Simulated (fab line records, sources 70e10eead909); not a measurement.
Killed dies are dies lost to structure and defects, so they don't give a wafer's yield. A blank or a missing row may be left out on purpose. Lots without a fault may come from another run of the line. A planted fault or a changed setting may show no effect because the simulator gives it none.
fab line records | flow nand_harc
record lots=13 wafers=39 last_day=25
route steps=1159 shown THIN_TSV@1116 END@1159
lots that met no fault: from a run of the same line without faults
start_h: hours from the record's first day to the start of the lot's first wafer shown | wait_h: hours since the lot's step before | " the same as in the row above | L1.1+2: a row that stands for several wafers | - no value, or no start given | * or withheld: withheld | < > ~ a bound
route shown NAME@n: a module of which the file shows steps, and the number in the route of the first | usual: mean/standard deviation of fault-free wafers | same: alike in all rows | chamber/n: place in a boat | sites: the reading at each site | _std_site: their standard deviation | _edge_site: outer sites' mean less inner sites' | radius_mm: how far each site lies from the wafer's centre | mask NAME#n: copy n | behind: the tool/chamber that last shaped the wafer | hold: why the lot was held/for how many hours/how that ended | device: the transistor (n, p or np) that didn't switch | end of line: the same wafers' tests at the end of the route | a step without rows: its recipe alone | killed: dies lost to structure and defects at the first sort, not the wafer's yield | map: a wafer's dies, x killed, . not, _ none there
set.NAME: the setting as run; set.NAME@STEP: as run at that earlier step | model.NAME: the simulator's own value behind a step, which no gauge read
steps of the route over a sample of lots; a table a step, a row a wafer
services: from which hour (start_h, from the record's first day; less than 0 if before it) a tool's chamber was out of use, for how many hours, and why
## steps
# step NHARC_THIN_TSV_CD_MEAS_12
# recipe target_cd_nm=1000 landing_energy_ev=500
# usual cd_nm=1001.3/2.5
# columns lot.wafer tool chamber start_h wait_h cd_nm
L928.1 cd_sem-01 0 421.61 - 1003.9
L928.2 " 0 " " 1003.6
L928.3 " 0 " " 1002.7
L927.1 cd_sem-03 0 429.12 - 1004.5
L927.5 " 0 " " 999.8
L927.6 " 0 " " 1001.0
L929.1 cd_sem-02 0 431.59 - 1000.5
L929.3 " 0 " " 999.2
L929.5 " 0 " " 995.1
L932.2 cd_sem-02 0 432.73 - 1001.2
L932.3 " 0 " " 999.7
L932.6 " 0 " " 1003.6
L931.3 cd_sem-01 0 455.91 - 1003.6
L931.4 " 0 " " 1003.3
L931.6 " 0 " " 1004.6
L934.3 cd_sem-02 0 465.20 - 1006.2
L934.4 " 0 " " 1000.1
L934.6 " 0 " " 1001.5
L936.1 cd_sem-03 0 481.42 - 999.7
L936.2 " 0 " " 1001.3
L936.5 " 0 " " 999.2
L933.2 cd_sem-01 0 482.93 - 1005.3
L933.3 " 0 " " 1002.3
L933.4 " 0 " " 1005.0
L937.1 cd_sem-02 0 489.26 - 1003.1
L937.5 " 0 " " 997.5
L937.6 " 0 " " 997.3
L935.1 cd_sem-02 0 490.45 - 1001.1
L935.2 " 0 " " 999.3
L935.5 " 0 " " 1003.6
L939.1 cd_sem-03 0 526.83 - 998.7
L939.3 " 0 " " 1000.9
L939.5 " 0 " " 1003.6
L946.1 cd_sem-02 0 554.16 - 1002.5
L946.3 " 0 " " 1003.2
L946.4 " 0 " " 999.7
L950.1 cd_sem-01 0 576.74 - 1002.5
L950.3 " 0 " " 1002.0
L950.4 " 0 " " 1000.2
# step NHARC_THIN_TSV_ECD_20
# recipe target_thk_a=20000 material=Cu
# columns lot.wafer tool chamber start_h wait_h
L928.1+2+3 ecd_cu-02 0,1,0 424.84 -
L927.1+6+5 ecd_cu-02 0,1,0 432.60 -
L929.1+3+5 ecd_cu-02 1 434.82 -
L932.2+3+6 ecd_cu-02 0,0,1 435.99 -
L931.4+3+6 ecd_cu-01 0,1,0 459.63 -
L934.4+3+6 ecd_cu-01 0,1,0 468.65 -
L936.2+1+5 ecd_cu-02 0,1,0 484.88 -
L933.2+3+4 ecd_cu-02 0,0,1 486.36 -
L937.1+6+5 ecd_cu-02 1,0,1 492.84 -
L937.1+6+5 ecd_cu-02 1,0,1 494.37 1.4
L935.1+2+5 ecd_cu-02 0,1,1 493.67 -
L939.1+3+5 ecd_cu-01 1 530.45 -
L939.1+3+5 ecd_cu-01 1 531.30 0.7
L946.1+4+3 ecd_cu-02 0,1,0 557.63 -
L946.1+4+3 ecd_cu-02 0,1,0 558.62 0.9
L950.1+4+3 ecd_cu-01 0,1,0 580.57 -
# step NHARC_THIN_TSV_CMP_21
# recipe t_overpolish_s=30 target_thk_nm=2000
# usual motor_current_A=12.3/1.7 overpolish_run_s=30.000/0.0089
# columns lot.wafer tool chamber start_h wait_h motor_current_A overpolish_run_s
L928.2 cmp-03 0 426.02 - 15.1 29.992
L928.1 " 2 " " 12.2 30.008
L928.3 " 3 " " 13.3 29.992
L927.1 cmp-02 1 433.69 - 10.7 30.012
L927.6 " 1 " " 10.4 30.001
L927.5 " 2 " " 10.8 29.995
L929.3 cmp-03 3 435.89 - 12.6 29.988
L929.1 " 2 " " 11.4 30.007
L929.5 " 3 " " 12.3 29.999
L932.3 cmp-03 3 437.14 - 13.2 30.015
L932.2 " 1 " " 13.7 30.005
L932.6 " 3 " " 12.9 29.991
L931.4 cmp-03 3 460.81 - 13.1 29.994
L931.3 " 0 " " 15.4 30.010
L931.6 " 0 " " 14.8 29.989
L934.4 cmp-04 3 469.85 - 10.7 29.998
L934.3 " 0 " " 9.7 30.011
L934.6 " 2 " " 12.7 30.002
L936.1 cmp-04 2 485.98 - 12.6 30.004
L936.2 " 0 " " 10.4 30.000
L936.5 " 2 " " 12.6 30.008
L933.4 cmp-03 1 487.43 - 13.4 30.002
L933.3 " 2 " " 12.0 29.997
L933.2 " 3 " " 12.7 30.020
L935.2 cmp-02 1 494.80 - 10.0 29.975
L935.1 " 2 " " 10.1 30.007
L935.5 " 3 " " 10.3 29.983
L937.1 cmp-04 1 495.54 - 12.0 29.997
L937.6 " 2 " " 11.7 30.015
L937.5 " 3 " " 10.9 30.005
L939.3 cmp-03 3 532.45 - 12.5 29.992
L939.1 " 2 " " 11.2 29.979
L939.5 " 3 " " 12.9 29.983
L946.3 cmp-04 3 560.25 - 11.3 30.006
L946.4 " 0 " " 9.5 30.011
L946.1 " 1 " " 11.9 30.007
L950.1 cmp-02 3 581.54 - 11.4 30.000
L950.4 " 0 " " 11.8 30.001
L950.3 " 2 " " 10.9 29.994
# step NHARC_THIN_TSV_PRE_CLEAN_54
# recipe time_s=30 temp_c=280 gas=H2/He
# usual heater_power_w=418/53
# columns lot.wafer tool chamber start_h wait_h heater_power_w
L928.2 pvd_sputter-03 - 426.62 0.1 428
L928.1 " - " " 375
L928.3 " - " " 343
L927.1 pvd_sputter-03 - 434.24 0.1 372
L927.5 " - " " 375
L927.6 " - " " 353
L929.1 pvd_sputter-02 - 436.51 0.2 405
L929.3 " - " " 518
L929.5 " - " " 404
L932.3 pvd_sputter-03 - 437.64 0.0 414
L932.2 " - " " 371
L932.6 " - " " 437
L931.4 pvd_sputter-01 - 461.36 0.1 451
L931.3 " - " " 452
L931.6 " - " " 327
L934.3 pvd_sputter-02 - 470.33 0.1 407
L934.4 " - " " 505
L934.6 " - " " 396
L936.1 pvd_sputter-01 - 486.49 0.1 463
L936.2 " - " " 423
L936.5 " - " " 464
L933.2 pvd_sputter-01 - 487.96 0.0 456
L933.4 " - " " 457
L933.3 " - " " 328
L935.1 pvd_sputter-03 - 495.27 0.0 347
L935.2 " - " " 409
L935.5 " - " " 346
L937.1 pvd_sputter-02 - 496.00 0.1 403
L937.5 " - " " 509
L937.6 " - " " 438
L939.3 pvd_sputter-01 - 533.00 0.1 388
L939.1 " - " " 492
L939.5 " - " " 468
L946.3 pvd_sputter-02 - 560.75 0.1 443
L946.4 " - " " 392
L946.1 " - " " 525
L950.1 pvd_sputter-02 - 582.07 0.0 400
L950.4 " - " " 367
L950.3 " - " " 519
# step NHARC_END_SORT_01
# recipe temp_c=25
# usual defect_limited_yield=95.1/1.6 killed_at_array=29/10 killed_at_other=0.7/1.1 killed_at_periphery=3.3/2.4 killed_dies=33/11 killed_open=3.3/2 killed_short=1.9/1.3 sort_bin_2_pct=1.5/0.67 sort_bin_3_pct=0.27/0.24 sort_bin_4_pct=3.1/1.1 sort_n_pass=644/11 sort_rim_yield_pct=97.1/2.1 sort_yield_pct=95.1/1.6
# same gross_dies=677 sort_bin_5_pct[%]=0 sort_bin_6_pct[%]=0 sort_bin_7_pct[%]=0 sort_bin_8_pct[%]=0 sort_rim_n_gross=106.00
# columns lot.wafer tool chamber start_h wait_h defect_limited_yield[%] killed_at_array killed_at_other killed_at_periphery killed_dies killed_open killed_short sort_bin_2_pct[%] sort_bin_3_pct[%] sort_bin_4_pct[%] sort_n_pass sort_rim_yield_pct[%] sort_yield_pct[%]
L932.2 prober-01 0 454.12 2.8 95.3 29 0 3 32 6 3 1.2 0.30 3.2 645 99.1 95.3
L932.3 prober-01 0 454.93 3.1 96.3 22 0 3 25 3 3 1.6 0 2.1 652 99.1 96.3
L932.6 prober-01 0 457.36 4.0 95.0 31 0 3 34 3 3 1.3 0.15 3.5 643 99.1 95.0
L936.1 prober-02 0 498.08 2.5 96.2 26 0 0 26 8 3 1.3 0.15 2.4 651 97.2 96.2
L936.2 prober-02 0 498.90 2.8 96.6 17 1 5 23 7 2 1.2 0.15 2.1 654 100.0 96.6
L936.5 prober-02 0 501.34 3.8 96.9 19 0 2 21 7 2 0.7 0 2.4 656 97.2 96.9
L937.1 prober-01 0 505.89 2.5 95.4 30 0 1 31 2 3 1.5 0 3.1 646 98.1 95.4
L937.5 prober-01 0 509.10 3.7 95.3 30 0 2 32 4 2 1.3 0.30 3.1 645 99.1 95.3
L937.6 prober-01 0 509.91 4.0 96.0 27 0 0 27 1 1 2.1 0.30 1.6 650 97.2 96.0
L939.1 prober-01 0 540.71 2.5 93.6 32 3 8 43 4 2 1.9 1.18 3.2 634 96.2 93.6
L939.3 prober-01 0 542.29 3.1 93.2 35 5 6 46 3 2 1.6 0.44 4.7 631 96.2 93.2
L939.5 prober-01 0 543.88 3.7 94.8 29 1 5 35 3 2 0.9 0.15 4.1 642 98.1 94.8
# killed by level:class
L932.2 A_CHANNEL_HOLE_D1:chamber_film_flake=20 A_ONON_D1:geometric_particle:open=2 A_ONON_D1:geometric_particle:short=2 A_STAIRCASE:chamber_film_flake=2 P_ZERO_WELL:geometric_particle:open=1 P_GATE:geometric_particle:open=1 P_GATE:geometric_particle:short=1 A_CHANNEL_FILL_D1:geometric_particle:open=1
L932.3 A_CHANNEL_HOLE_D1:chamber_film_flake=12 A_STAIRCASE:chamber_film_flake=4 P_M0:geometric_particle:short=1 P_M0:geometric_particle:open=1 A_SGD_CUT:geometric_particle:open=1 A_WL_FILL:geometric_particle:open=1 A_WL_FILL:geometric_particle:short=1 A_M0:geometric_particle:short=1
L932.6 A_CHANNEL_HOLE_D1:chamber_film_flake=20 A_STAIRCASE:chamber_film_flake=5 P_GATE:geometric_particle:open=2 A_WL_FILL:chamber_film_flake=2 P_GATE:geometric_particle:short=1 A_SOURCE_PLATE:geometric_particle:short=1 A_CHANNEL_FILL_D1:geometric_particle:open=1 A_CHANNEL_FILL_D1:geometric_particle:short=1
L936.1 A_STAIRCASE:chamber_film_flake=8 A_CONTACT:geometric_particle:open=3 A_CHANNEL_HOLE_D1:chamber_film_flake=3 A_CHANNEL_HOLE_D1:geometric_particle:open=2 A_WL_FILL:geometric_particle:short=2 A_M0:geometric_particle:open=2 A_WL_FILL:geometric_particle:open=1 A_CONTACT:geometric_particle:short=1
L936.2 A_STAIRCASE:chamber_film_flake=6 A_CONTACT:chamber_film_flake=4 P_CONTACT:geometric_particle:open=3 A_CONTACT:geometric_particle:open=2 A_CHANNEL_HOLE_D1:chamber_film_flake=2 P_CONTACT:geometric_particle:short=1 P_M1:geometric_particle:open=1 A_ONON_D1:geometric_particle:open=1
L936.5 A_CONTACT:chamber_film_flake=4 A_CHANNEL_HOLE_D1:chamber_film_flake=3 A_STAIRCASE:chamber_film_flake=3 A_WL_FILL:geometric_particle:open=2 A_M0:geometric_particle:open=2 P_CONTACT:geometric_particle:open=1 A_SGD_CUT:geometric_particle:open=1 A_WL_FILL:geometric_particle:short=1
L937.1 A_CHANNEL_HOLE_D1:chamber_film_flake=18 A_STAIRCASE:chamber_film_flake=6 A_WL_FILL:geometric_particle:short=2 A_SGD_CUT:geometric_particle:open=1 A_BLC:geometric_particle:short=1 A_M1:geometric_particle:open=1 P_GATE:chamber_film_flake=1 A_CONTACT:chamber_film_flake=1
L937.5 A_CHANNEL_HOLE_D1:chamber_film_flake=19 A_STAIRCASE:chamber_film_flake=3 A_CONTACT:chamber_film_flake=3 P_CONTACT:geometric_particle:open=1 P_M0:geometric_particle:short=1 A_ONON_D1:geometric_particle:short=1 A_ONON_D1:geometric_particle:open=1 A_SGD_CUT:geometric_particle:open=1
L937.6 A_CHANNEL_HOLE_D1:chamber_film_flake=19 A_STAIRCASE:chamber_film_flake=4 A_CONTACT:chamber_film_flake=2 A_CHANNEL_FILL_D1:geometric_particle:short=1 A_CONTACT:geometric_particle:open=1
L939.1 A_SLIT:chamber_film_flake=9 A_CHANNEL_HOLE_D1:chamber_film_flake=7 P_CONTACT:chamber_film_flake=6 A_STAIRCASE:chamber_film_flake=5 A_CONTACT:chamber_film_flake=5 THIN_TSV:chamber_film_flake=3 A_CONTACT:geometric_particle:open=2 A_SOURCE_PLATE:geometric_particle:open=1
L939.3 A_SLIT:chamber_film_flake=17 A_CONTACT:chamber_film_flake=7 A_STAIRCASE:chamber_film_flake=6 P_CONTACT:chamber_film_flake=5 THIN_TSV:chamber_film_flake=4 A_CHANNEL_HOLE_D1:chamber_film_flake=2 P_CONTACT:geometric_particle:open=1 A_WL_FILL:geometric_particle:short=1
L939.5 A_SLIT:chamber_film_flake=10 A_CONTACT:chamber_film_flake=10 P_CONTACT:chamber_film_flake=3 A_STAIRCASE:chamber_film_flake=3 A_CHANNEL_HOLE_D1:chamber_film_flake=2 P_STI:geometric_particle:open=1 A_CHANNEL_FILL_D1:geometric_particle:open=1 A_CHANNEL_FILL_D1:geometric_particle:short=1
## services
# columns tool chamber start_h hours kind
cmp-02 - 403.89 0.6 repair
cmp-04 - 411.67 1.0 repair
pvd_sputter-01 - 413.99 26.0 repair
cmp-02 - 422.50 4.0 pm
pvd_sputter-02 - 445.98 0.9 repair
ecd_cu-01 - 448.00 8.0 pm
ecd_cu-02 - 448.54 0.3 repair
cmp-03 - 450.08 4.0 pm
pvd_sputter-03 - 458.00 10.0 pm
cmp-04 - 464.22 0.6 repair
cmp-03 - 465.78 4.3 repair
cmp-04 - 467.90 0.5 repair
cmp-03 - 478.68 0.6 repair
cmp-04 - 497.11 4.0 pm
cmp-04 - 506.52 1.1 repair
cmp-04 - 509.71 3.2 repair
pvd_sputter-01 - 514.06 10.0 pm
ecd_cu-02 - 532.27 8.0 pm
cmp-03 - 538.43 1.0 repair
cmp-03 - 548.08 4.0 pm
cmp-04 - 554.50 1.4 repair
pvd_sputter-02 - 570.00 10.0 pm
cmp-03 - 574.84 1.0 repair
pvd_sputter-01 - 575.83 2.4 repair
## key
first_sign step=NHARC_THIN_TSV_ECD_20 reading=visit direction=added
effect none on later readings
met_at NHARC_THIN_TSV_ECD_20
struck_lots L937,L939,L946
not_acting_at NHARC_THIN_TSV_CD_MEAS_12,NHARC_THIN_TSV_CMP_21,NHARC_THIN_TSV_PRE_CLEAN_54
fault kind=repeated_step_whole tool=ecd_cu-01,ecd_cu-02 chamber=- onset_h=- steps=NHARC_THIN_TSV_ECD_20 times=1 scope=struck_lots_only
